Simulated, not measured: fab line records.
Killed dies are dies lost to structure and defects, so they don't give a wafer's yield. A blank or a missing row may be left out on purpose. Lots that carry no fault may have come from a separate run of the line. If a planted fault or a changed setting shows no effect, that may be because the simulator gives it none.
fab line records    flow nandHarc    part 1 of 2: steps 1 to 3 of 6
record lots=22  wafers=66  lastDay=25
route steps=1159 shown A_STAIRCASE@618
lots that met no fault: taken from a fault-free run of the same line
startH: the number of hours between the record's first day and the start of the first shown wafer of the lot    waitH: how many hours have passed since the lot's step before this one    " unchanged from the row above    L1.1+2: a row that stands for several wafers    - value missing, or start not given    * or withheld: withheld    < > ~ a bound
route shown NAME@n: NAME is a module with steps in the file, n the number in the route of the first one    usual: mean/standard deviation of fault-free wafers    same: alike in all rows    chamber/n: place in a boat    sites: per-site readings    _std_site: how widely they spread, as a standard deviation    _edge_site: outer sites' mean less inner sites'    radiusMm: for every site, how far away it sits from the centre of the wafer    mask NAME#n: copy n    behind: tool/chamber where the wafer was last shaped    hold: cause of the lot's hold/its duration in hours/its outcome    device: the n, p or np transistor that did not switch    end of line: tests of these same wafers at the route's end    a step with no rows: only its recipe    killed: dies that structure and defects cost at the first sort, which is not the same as the wafer's yield    map: shows each die of a wafer: x if killed, . if not, _ if none is there
set.NAME: the setting that was run; set.NAME@STEP: the one run at that earlier step    model.NAME: the simulator's own value behind a step, which no gauge read
the route's steps for a sample of lots (tables are steps, rows are wafers)
services: from which hour (startH, from the record's first day; less than 0 if before it) a tool's chamber was out of use, for how many hours, and why
## steps
# step NHARC_A_STAIRCASE_TRIM_224
# recipe timeS=211.2  o2FlowSccm=500  arFlowSccm=0  biasW=0  chemistry=O2
# usual drypumpMotorCurrentA=5.5/0.43  oesProductAu=1.003/0.0096  rfVppV=57.7/0.87  showerheadPlenumPTorr=3.47/0.12  throttleValvePct=17.038/0.0084
lot.wafer  tool        chamber  startH  waitH  drypumpMotorCurrentA  oesProductAu  rfHoursCounterH  rfVppV  showerheadPlenumPTorr  throttleValvePct
L074.4     rieDiel-04  3        -       -      5.3                   1.011         40               58.4    3.39                   17.056
L074.3     "           0        "       "      5.6                   0.996         42               56.5    3.53                   17.048
L074.5     "           1        "       "      5.0                   1.003         -                58.3    3.54                   17.054
L075.1     rieDiel-01  0        -       -      5.9                   1.020         36               57.5    3.31                   17.040
L075.4     "           2        "       "      6.2                   1.003         44               57.6    3.43                   17.032
L075.5     "           0        "       "      5.9                   1.019         -                56.8    3.31                   17.028
L077.2     rieDiel-02  3        -       -      5.4                   0.997         33               59.8    3.54                   17.042
L077.1     "           1        "       "      5.5                   1.004         33               57.4    3.59                   17.030
L077.6     "           2        "       "      5.2                   1.008         -                57.6    3.29                   17.031
L076.4     rieDiel-04  3        -       -      5.2                   0.999         44               58.0    3.38                   17.040
L076.2     "           1        "       "      4.9                   0.990         51               56.8    3.54                   17.034
L076.6     "           2        "       "      5.9                   1.003         -                57.7    3.50                   17.039
L079.2     rieDiel-01  3        -       -      5.3                   1.001         45               58.0    3.57                   17.034
L079.1     "           2        "       "      6.3                   1.008         50               55.5    3.43                   17.054
L079.5     "           3        "       "      5.3                   1.007         -                58.5    3.57                   17.037
L078.4     rieDiel-04  2        -       -      5.9                   1.009         56               59.2    3.49                   17.027
L078.3     "           3        "       "      5.3                   1.000         50               57.4    3.38                   17.045
L078.6     "           0        "       "      5.6                   0.988         -                58.0    3.52                   17.042
L081.4     rieDiel-01  1        -       -      4.8                   1.007         46               56.9    3.29                   17.029
L081.6     "           2        "       "      6.2                   0.998         -                56.7    3.43                   17.041
L081.5     "           3        "       "      5.4                   0.990         -                58.7    3.57                   17.045
L080.4     rieDiel-01  1        -       -      4.8                   1.001         47               57.0    3.29                   17.033
L080.3     "           2        "       "      6.3                   1.001         53               58.8    3.43                   17.046
L080.5     "           0        "       "      5.9                   1.020         -                57.8    3.31                   17.046
L082.1     rieDiel-02  0        -       -      6.0                   1.008         45               57.4    3.48                   17.046
L082.2     "           1        "       "      5.5                   1.025         47               58.6    3.58                   17.040
L082.4     "           3        "       "      5.4                   0.999         46               57.0    3.53                   17.020
L083.2     rieDiel-01  3        -       -      5.4                   1.000         57               56.3    3.57                   17.032
L083.3     "           0        "       "      5.9                   1.022         54               57.6    3.31                   17.050
L083.5     "           2        "       "      6.2                   0.995         -                56.7    3.43                   17.037
L084.1     rieDiel-01  1        -       -      4.7                   1.004         60               57.0    3.28                   17.041
L084.4     "           3        "       "      5.4                   0.995         62               58.0    3.56                   17.032
L084.5     "           0        "       "      5.9                   1.023         -                58.5    3.30                   17.019
L088.4     rieDiel-04  1        -       -      4.9                   1.016         9                58.5    3.53                   17.023
L088.2     "           2        "       "      5.9                   1.013         10               56.1    3.48                   17.044
L088.5     "           1        "       "      4.9                   1.011         -                58.5    3.53                   17.043
L087.2     rieDiel-04  3        -       -      5.2                   0.992         7                58.4    3.37                   17.046
L087.4     "           2        "       "      5.9                   0.999         11               58.9    3.48                   17.029
L087.5     "           0        "       "      5.6                   0.998         -                58.7    3.51                   17.042
L086.1     rieDiel-01  0        -       -      5.9                   1.005         0                56.7    3.30                   17.042
L086.2     "           1        "       "      4.8                   0.989         0                58.6    3.81                   17.043
L086.4     "           2        "       "      6.2                   1.002         0                57.2    3.42                   17.030
L089.4     rieDiel-01  2        -       -      6.2                   1.003         7                57.1    3.42                   17.047
L089.3     "           3        "       "      5.4                   0.990         6                58.2    3.56                   17.042
L089.1     "           0        "       "      5.9                   0.995         5                56.5    3.30                   17.034
L090.1     rieDiel-04  0        -       -      5.6                   1.007         19               56.0    3.51                   17.036
L090.3     "           2        "       "      5.8                   1.008         18               57.0    3.48                   17.045
L090.6     "           1        "       "      4.9                   1.007         -                58.7    3.52                   17.044
L092.4     rieDiel-01  1        -       -      4.8                   0.994         8                57.8    3.80                   17.037
L092.3     "           2        "       "      6.2                   1.009         9                57.3    3.42                   17.041
L092.6     "           0        "       "      5.9                   0.996         -                56.8    3.30                   17.044
L094.3     rieDiel-02  1        -       -      5.5                   1.017         7                59.8    3.57                   17.036
L094.2     "           2        "       "      5.2                   1.006         6                57.8    3.80                   17.051
L094.4     "           3        "       "      5.4                   1.004         6                57.9    3.52                   17.048
L093.3     rieDiel-04  2        -       -      5.9                   1.007         22               57.3    3.48                   17.033
L093.1     "           0        "       "      5.6                   1.000         25               57.3    3.51                   17.038
L093.6     "           2        "       "      5.9                   0.998         -                58.8    3.48                   17.046
L095.2     rieDiel-04  2        -       -      5.8                   0.999         27               58.6    3.47                   17.036
L095.1     "           0        "       "      5.6                   0.999         30               57.5    3.50                   17.039
L095.4     "           0        "       "      5.6                   1.000         -                56.5    3.50                   17.036
L097.1     rieDiel-02  3        -       -      5.4                   1.010         8                57.5    3.52                   17.028
L097.4     "           1        "       "      5.5                   1.020         12               58.9    3.57                   17.039
L097.6     "           0        "       "      6.0                   1.018         -                57.2    3.47                   17.040
L096.1     rieDiel-01  0        -       -      5.9                   0.991         20               57.8    3.29                   17.048
L096.3     "           2        "       "      6.2                   1.007         -                58.7    3.41                   17.023
L096.5     "           2        "       "      6.2                   0.996         -                57.6    3.41                   17.034
# step NHARC_A_STAIRCASE_TRIM_235
# recipe timeS=211.2  o2FlowSccm=500  arFlowSccm=0  biasW=0  chemistry=O2
# usual drypumpMotorCurrentA=5.5/0.46  oesProductAu=1.005/0.01  rfVppV=57.7/0.88  showerheadPlenumPTorr=3.48/0.16  throttleValvePct=17.036/0.0098
lot.wafer  tool        chamber  startH  waitH  drypumpMotorCurrentA  oesProductAu  rfHoursCounterH  rfVppV  showerheadPlenumPTorr  throttleValvePct
L074.4     rieDiel-04  2        -       -      5.9                   1.004         47               57.4    3.50                   17.044
L074.3     "           3        "       "      5.3                   1.000         40               57.2    3.39                   17.031
L074.5     "           2        "       "      5.8                   1.029         -                57.4    3.50                   17.039
L075.1     rieDiel-04  3        -       -      5.2                   1.003         44               58.7    3.38                   17.042
L075.4     "           0        "       "      5.6                   0.992         46               58.7    3.53                   17.035
L075.5     "           3        "       "      5.3                   1.010         -                56.6    3.38                   17.051
L077.1     rieDiel-01  3        -       -      5.4                   0.994         41               58.0    3.57                   17.038
L077.2     "           0        "       "      5.9                   1.012         37               57.0    3.31                   17.048
L077.6     "           0        "       "      5.9                   1.020         -                56.5    3.31                   17.047
L076.4     rieDiel-04  0        -       -      5.6                   0.987         47               57.9    3.53                   17.027
L076.2     "           1        "       "      5.0                   1.010         52               59.6    3.54                   17.055
L076.6     "           3        "       "      5.2                   1.019         -                56.3    3.38                   17.039
L079.2     rieDiel-04  0        -       -      5.6                   0.997         52               57.1    3.52                   17.036
L079.1     "           1        "       "      5.0                   1.014         56               57.8    3.53                   17.043
L079.5     "           0        "       "      5.6                   0.991         -                57.4    3.52                   17.029
L078.3     rieDiel-01  0        -       -      5.9                   1.018         45               56.6    3.31                   17.054
L078.4     "           3        "       "      5.4                   1.000         48               57.9    3.57                   17.032
L078.6     "           0        "       "      5.9                   1.013         -                56.5    3.31                   17.041
L081.4     rieDiel-01  0        -       -      5.9                   1.020         47               57.5    3.31                   17.038
L081.6     "           0        "       "      5.9                   1.025         -                58.2    3.31                   17.034
L081.5     "           1        "       "      4.8                   1.009         -                57.1    3.29                   17.039
L080.4     rieDiel-04  1        -       -      4.9                   1.015         58               58.5    3.53                   17.026
L080.3     "           2        "       "      5.9                   1.016         59               59.6    3.49                   17.032
L080.5     "           0        "       "      5.6                   0.998         -                58.7    3.52                   17.033
L082.2     rieDiel-01  0        -       -      5.9                   1.019         54               57.6    3.30                   17.041
L082.1     "           1        "       "      4.8                   1.016         54               56.5    3.29                   17.021
L082.4     "           2        "       "      6.3                   1.002         62               57.9    3.43                   17.043
L083.2     rieDiel-02  2        -       -      5.2                   1.016         50               57.6    3.28                   17.043
L083.3     "           0        "       "      6.0                   1.016         46               57.8    3.48                   17.025
L083.5     "           3        "       "      5.4                   1.008         -                57.4    3.53                   17.045
L084.1     rieDiel-01  0        -       -      5.9                   1.025         61               57.5    3.30                   17.045
L084.4     "           2        "       "      6.2                   1.002         69               58.2    3.42                   17.033
L084.5     "           1        "       "      4.8                   1.005         -                56.6    3.28                   17.045
L088.4     rieDiel-04  2        -       -      5.9                   1.005         11               57.8    3.48                   17.044
L088.2     "           3        "       "      5.3                   0.979         8                56.2    3.37                   17.038
L088.5     "           1        "       "      5.0                   0.998         -                58.0    3.52                   17.051
L086.1     rieDiel-01  1        -       -      4.8                   0.998         1                59.8    3.81                   17.039
L086.4     "           3        "       "      5.4                   1.002         1                57.2    3.56                   17.039
L086.2     "           0        "       "      5.9                   1.006         1                58.4    3.30                   17.037
L087.4     rieDiel-04  3        -       -      5.2                   0.982         9                58.9    3.37                   17.027
L087.2     "           0        "       "      5.6                   1.007         10               57.5    3.51                   17.020
L087.5     "           1        "       "      5.0                   1.009         -                58.0    3.52                   17.023
L089.1     rieDiel-01  0        -       -      5.9                   1.003         6                56.9    3.30                   17.029
L089.3     "           1        "       "      4.8                   0.991         6                59.8    3.80                   17.031
L089.4     "           2        "       "      6.3                   1.006         8                57.3    3.42                   17.049
L090.1     rieDiel-01  0        -       -      5.9                   0.999         7                58.1    3.30                   17.027
L090.3     "           3        "       "      5.4                   1.004         8                57.4    3.56                   17.039
L090.6     "           0        "       "      5.9                   0.994         -                56.6    3.30                   17.025
L092.4     rieDiel-01  1        -       -      4.8                   0.986         9                57.7    3.80                   17.042
L092.3     "           2        "       "      6.2                   1.002         10               57.3    3.42                   17.038
L092.6     "           1        "       "      4.8                   0.995         -                58.5    3.80                   17.040
L094.2     rieDiel-01  3        -       -      5.4                   0.998         12               57.3    3.56                   17.030
L094.4     "           1        "       "      4.8                   1.006         11               59.4    3.80                   17.034
L094.3     "           2        "       "      6.2                   1.013         12               56.2    3.41                   17.019
L093.3     rieDiel-02  2        -       -      5.2                   1.004         6                58.6    3.80                   17.023
L093.1     "           0        "       "      6.0                   1.014         8                58.2    3.47                   17.028
L093.6     "           2        "       "      5.2                   1.009         -                59.2    3.80                   17.051
L095.1     rieDiel-01  0        -       -      5.9                   0.989         14               56.2    3.29                   17.033
L095.2     "           1        "       "      4.8                   0.997         15               57.1    3.80                   17.040
L095.4     "           2        "       "      6.2                   1.005         17               57.9    3.41                   17.042
L097.1     rieDiel-02  2        -       -      5.2                   1.014         12               57.7    3.80                   17.038
L097.4     "           1        "       "      5.5                   1.019         13               57.9    3.57                   17.046
L097.6     "           3        "       "      5.4                   1.007         -                58.5    3.52                   17.025
L096.1     rieDiel-01  2        -       -      6.2                   0.998         24               57.2    3.41                   17.033
L096.3     "           0        "       "      5.9                   1.008         22               57.4    3.29                   17.044
L096.5     "           1        "       "      4.8                   1.006         -                58.4    3.80                   17.024
# step NHARC_A_STAIRCASE_ETCH_313
# recipe cf4FlowSccm=100  chf3FlowSccm=30  arFlowSccm=0  rfW=500  biasW=200  chemistry=CF4/CHF3
# usual chf3FlowSccm=30.00/0.089  drypumpMotorCurrentA=5.5/0.43  oesProductAu=0.944/0.021  rfVppV=369.9/2.2  showerheadPlenumPTorr=1.56/0.064  throttleValvePct=16.803/0.0087
lot.wafer  tool        chamber  startH  waitH  chf3FlowSccm  drypumpMotorCurrentA  oesProductAu  rfHoursCounterH  rfVppV  showerheadPlenumPTorr  throttleValvePct
L074.3     rieDiel-04  1        259.18  0.1    29.90         4.9                   0.993         52               370.3   1.58                   16.807
L074.4     "           3        "       "      30.11         5.2                   0.966         45               368.4   1.51                   16.809
L074.5     "           1        "       "      30.02         4.9                   0.985         -                370.7   1.58                   16.798
L075.1     rieDiel-01  0        269.54  0.1    30.24         5.9                   0.986         44               366.9   1.47                   16.799
L075.4     "           3        "       "      30.00         5.4                   0.968         47               370.0   1.59                   16.800
L075.5     "           0        "       "      30.03         5.9                   0.975         -                367.1   1.48                   16.799
L077.1     rieDiel-02  2        270.32  0.1    29.90         5.2                   0.934         43               365.7   1.46                   16.797
L077.2     "           1        "       "      30.05         5.5                   0.948         40               372.8   1.60                   16.790
L077.6     "           3        "       "      30.06         5.4                   0.919         -                370.7   1.58                   16.801
L076.2     rieDiel-04  3        272.15  0.1    30.00         5.3                   0.944         52               370.1   1.51                   16.788
L076.4     "           1        "       "      29.97         5.0                   0.947         57               369.7   1.58                   16.809
L076.6     "           2        "       "      29.90         5.9                   0.943         -                370.7   1.56                   16.803
L079.2     rieDiel-01  0        280.89  0.1    30.01         5.9                   0.938         49               366.5   1.47                   16.815
L079.1     "           1        "       "      30.01         4.8                   0.926         49               367.4   1.46                   16.794
L079.5     "           2        "       "      29.87         6.2                   0.932         -                367.9   1.53                   16.813
L078.4     rieDiel-04  0        284.70  0.1    29.89         5.6                   0.935         57               369.9   1.57                   16.797
L078.3     "           3        "       "      30.00         5.2                   0.930         55               366.9   1.51                   16.823
L078.6     "           1        "       "      30.08         4.9                   0.929         -                371.0   1.58                   16.791
L081.4     rieDiel-04  2        288.18  0.1    30.14         5.9                   0.937         63               370.2   1.56                   16.805
L081.6     "           1        "       "      30.02         4.9                   0.928         -                369.6   1.57                   16.801
L081.5     "           2        "       "      30.08         5.8                   0.947         -                370.0   1.56                   16.805
L080.4     rieDiel-01  2        289.73  0.1    29.86         6.2                   0.966         61               368.5   1.53                   16.801
L080.3     "           0        "       "      30.17         5.9                   0.994         53               366.2   1.47                   16.806
L080.5     "           1        "       "      30.15         4.8                   0.978         -                365.1   1.46                   16.810
L082.1     rieDiel-04  1        306.06  0.1    29.98         5.0                   0.958         3                371.2   1.57                   16.809
L082.2     "           3        "       "      30.09         5.3                   0.928         3                367.4   1.50                   16.800
L082.4     "           0        "       "      30.02         5.6                   0.928         2                370.9   1.57                   16.809
L083.2     rieDiel-02  3        307.99  0.1    29.97         5.4                   0.918         50               369.6   1.57                   16.799
L083.3     "           0        "       "      30.03         6.0                   0.933         48               370.3   1.55                   16.799
L083.5     "           3        "       "      29.86         5.4                   0.919         -                369.2   1.57                   16.810
L084.1     rieDiel-04  3        324.70  0.2    30.06         5.2                   0.921         7                369.2   1.50                   16.798
L084.4     "           0        "       "      29.89         5.6                   0.920         9                369.8   1.57                   16.798
L084.5     "           2        "       "      30.03         5.9                   0.928         -                370.5   1.55                   16.794
L088.4     rieDiel-01  3        337.46  0.1    29.97         5.3                   0.919         7                371.1   1.59                   16.808
L088.2     "           0        "       "      29.97         5.9                   0.932         6                366.2   1.47                   16.807
L088.5     "           3        "       "      29.90         5.3                   0.922         -                371.4   1.59                   16.813
L086.4     rieDiel-01  3        341.64  0.1    30.07         5.4                   0.942         9                372.0   1.59                   16.812
L086.1     "           0        "       "      29.88         5.9                   0.946         7                366.0   1.47                   16.810
L086.2     "           2        "       "      30.00         6.2                   0.959         9                368.8   1.52                   16.808
L087.4     rieDiel-02  1        341.66  0.1    30.16         5.5                   0.977         2                371.4   1.59                   16.811
L087.2     "           2        "       "      29.95         5.2                   0.960         2                374.5   1.70                   16.797
L087.5     "           0        "       "      30.08         5.9                   0.975         -                369.4   1.55                   16.798
L089.3     rieDiel-01  3        350.62  0.1    29.91         5.4                   0.916         11               371.7   1.59                   16.788
L089.1     "           1        "       "      30.01         4.8                   0.926         10               373.9   1.70                   16.783
L089.4     "           2        "       "      30.00         6.2                   0.928         11               369.4   1.52                   16.813
L090.1     rieDiel-02  0        356.76  0.1    29.99         6.0                   0.977         8                370.4   1.55                   16.808
L090.3     "           2        "       "      30.01         5.2                   0.978         6                373.7   1.70                   16.789
L090.6     "           2        "       "      29.81         5.2                   0.966         -                375.4   1.70                   16.791
L092.3     rieDiel-01  0        362.10  0.1    29.88         5.9                   0.945         12               366.3   1.47                   16.794
L092.4     "           2        "       "      29.95         6.2                   0.934         14               369.6   1.52                   16.821
L092.6     "           0        "       "      29.92         5.9                   0.928         -                367.0   1.47                   16.808
L094.2     rieDiel-01  1        368.69  0.1    29.81         4.8                   0.993         14               373.2   1.70                   16.802
L094.4     "           2        "       "      29.94         6.2                   0.996         15               370.5   1.52                   16.804
L094.3     "           3        "       "      30.18         5.3                   0.956         15               370.1   1.59                   16.804
L093.1     rieDiel-01  2        370.25  0.1    30.02         6.2                   0.981         16               368.8   1.52                   16.796
L093.3     "           3        "       "      30.08         5.4                   0.953         15               370.3   1.59                   16.800
L093.6     "           1        "       "      29.96         4.7                   0.972         -                374.0   1.70                   16.804
L095.4     rieDiel-04  2        383.57  0.2    29.97         5.8                   0.923         35               369.8   1.55                   16.804
L095.2     "           3        "       "      30.13         5.3                   0.930         31               367.2   1.50                   16.812
L095.1     "           0        "       "      30.10         5.6                   0.926         36               370.5   1.56                   16.802
L097.4     rieDiel-02  0        391.11  0.1    29.92         5.9                   0.936         18               369.6   1.55                   16.797
L097.1     "           1        "       "      29.96         5.5                   0.949         18               371.3   1.59                   16.798
L097.6     "           3        "       "      29.94         5.4                   0.946         -                370.3   1.57                   16.792
L096.3     rieDiel-04  0        399.80  0.1    30.07         5.6                   0.926         43               370.1   1.56                   16.797
L096.1     "           1        "       "      30.08         4.9                   0.929         40               370.0   1.56                   16.807
L096.5     "           2        "       "      30.00         5.8                   0.919         -                369.9   1.55                   16.804
